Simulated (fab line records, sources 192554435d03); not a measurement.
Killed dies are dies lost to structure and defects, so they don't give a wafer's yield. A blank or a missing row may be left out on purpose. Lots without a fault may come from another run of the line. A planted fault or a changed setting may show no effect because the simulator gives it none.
A struck lot beside a sound one | flow n5_finfet | 37 steps out of a route of 1938
Sound: wafers L814.3, L814.4, L814.6. Struck: wafers L822.2, L822.5, L822.6. The cause comes at the end.
At each step with rows: each side's tool, then ch and its chambers, then its first start. Under that, the readings that differ: sound wafers | struck wafers | difference of the means | sigmas: that difference in standard deviations of wafers without a fault.
alike: readings whose means differ by less than 2 such deviations, and words and numbers that are the same on both sides. not compared: withheld readings, readings that some wafer has no value for, bounds like >300 that may hide the same value, and numbers for which the record gives no deviation and whose values overlap.
The two part at a step that has a row with sigmas, a row that says differs or no value, or rows on one side only. Numbers that don't overlap but have no deviation are shown without sigmas and don't part them. A reading that every wafer of one side lacks parts them only if that side has two wafers or more.

first, 9 steps without rows for these wafers: N5_SD_EPI_P_COAT_34 (time 60 s, resist thk 350 nm); N5_SD_EPI_P_COAT_35 (time 60 s, resist thk 35 nm); N5_SD_EPI_P_COAT_03 (resist thk 150 nm); N5_SD_EPI_P_EBR_05; N5_SD_EPI_P_SOFTBAKE_04 (time 60 s); N5_SD_EPI_P_EXPOSE_06 (exposes mask SD P BLK, target cd 240 nm); N5_SD_EPI_P_PEB_07 (peb time 60 s); N5_SD_EPI_P_DEVELOP_08 (develop time 30 s); N5_SD_EPI_P_DESCUM_14 (chemistry O2, time 7.9 s).
N5_SD_EPI_P_ETCH_36: etches SiARC in CF4, target depth 45.5 nm, time 75.8 s.
  sound on rie_diel-01 ch 1,2, day 5 05:53; struck on rie_diel-01 ch 2,3, day 7 06:14
  alike: drypump_motor_current_A, etch_rf_on_time_s, oes_product_au, rf_vpp_V, showerhead_plenum_p_Torr, throttle_valve_pct
  not compared: rf_hours_counter_h
then, 20 steps without rows for these wafers: N5_SD_EPI_P_ETCH_37 (etches SOC in N2/H2, overetch 108 nm, time 486 s); N5_SD_EPI_P_STRIP_38 (strips in N2/H2); N5_SD_EPI_P_ETCHBACK_46 (etches SiNx in CH3F/O2, stops on SiO2, target depth 17.5 nm); N5_SD_EPI_P_ETCH_47 (etches SiOCN in CH3F/O2, target depth 25 nm); N5_SD_EPI_P_ETCH_16 (etches SiO2 in CHF3/O2, target depth 5 nm); N5_SD_EPI_P_STRIP_50 (strips in CHF3/O2); N5_SD_EPI_P_SD_RECESS_17 (chemistry HBr/Cl2/O2, target depth 39.1 nm, bt time 3 s); N5_SD_EPI_P_WET_ETCH_45 (etches SiO2 in dHF, time 10.7 s, target depth 2 nm, rinse time 30 s); N5_SD_EPI_P_STRIP_40 (strips in N2/H2); N5_SD_EPI_P_PRECLEAN_52 (cleans in O3/DIW, time 60 s); N5_SD_EPI_P_SRD_20 (time 30 s); N5_SD_EPI_P_PRECLEAN_51 (cleans in NF3:NH3, afs cycles 1, time 20 s, sublimation time 60 s); N5_SD_EPI_P_VAPOR_ETCH_44 (etches SiGe30 in NF3/Ar, time 3.3 s); N5_SD_EPI_P_EPI_21 (deposits SiGe:B, time 355 s); N5_SD_EPI_P_HM_STRIP_48 (strips SiNx in H3PO4, material SiNx, target depth 3 nm); N5_SD_EPI_P_SRD_49 (time 30 s); N5_SD_EPI_P_PRECLEAN_24 (cleans in O3/DIW, time 45 s); N5_SD_EPI_P_PRECLEAN_32 (cleans in dHF, time 10 s); N5_SD_EPI_P_PRECLEAN_33 (cleans in SC2, time 45 s); N5_SD_EPI_P_SRD_25 (time 30 s).
N5_SD_EPI_P_INSPECT_26: inspects for defects (darkfield).
  sound on defect_inspect-01, day 5 11:32; struck on defect_inspect-02, day 7 10:47
  reading          | sound       | struck      | difference | sigmas
  raw_defect_count | 190 186 157 | 871 863 926 | +709       | +23
then, 2 steps without rows for these wafers: N5_SD_ACTIVATION_RTA_00 (time 0 s); N5_SD_ACTIVATION_LSA_01 (time 0.0008 s).
N5_SD_ACTIVATION_INSPECT_02: inspects for defects (darkfield).
  sound on defect_inspect-02, day 5 12:18; struck on defect_inspect-02, day 7 11:45
  reading          | sound       | struck      | difference | sigmas
  raw_defect_count | 148 154 141 | 851 872 927 | +736       | +24
then, 1 step without rows for these wafers: N5_ILD0_LINER_00 (material SiNx, target thk 4 nm, pulse time 1 s, purge time 2 s).
-- the record jumps here: 4 days lie between the struck wafers' starts before and after (it left off in module ILD0 and takes up again in module BEOL_M4, whose first step shown is number 1111 of the route) --
N5_BEOL_M4_RC_MEAS_101:
  sound on prober-01 ch 0, day 9 12:32; struck on prober-01 ch 0, day 11 22:40
  alike: DIBL_N, DIBL_P, IOFF_N, IOFF_P, ION_N, ION_P, SS_N, SS_P, VT_N, VT_P
-- the record jumps here: 5 days lie between the struck wafers' starts before and after (it left off in module BEOL_M4 and takes up again in module PASSIVATION, whose first step shown is number 1936 of the route) --
N5_PASSIVATION_PROBE_49:
  the record has rows for the struck wafers here (prober-02, day 16 16:20) and none for the sound ones

WHERE THEY PART
First at N5_SD_EPI_P_INSPECT_26; last, within this record, at N5_PASSIVATION_PROBE_49.

WHY: what the simulator had put in
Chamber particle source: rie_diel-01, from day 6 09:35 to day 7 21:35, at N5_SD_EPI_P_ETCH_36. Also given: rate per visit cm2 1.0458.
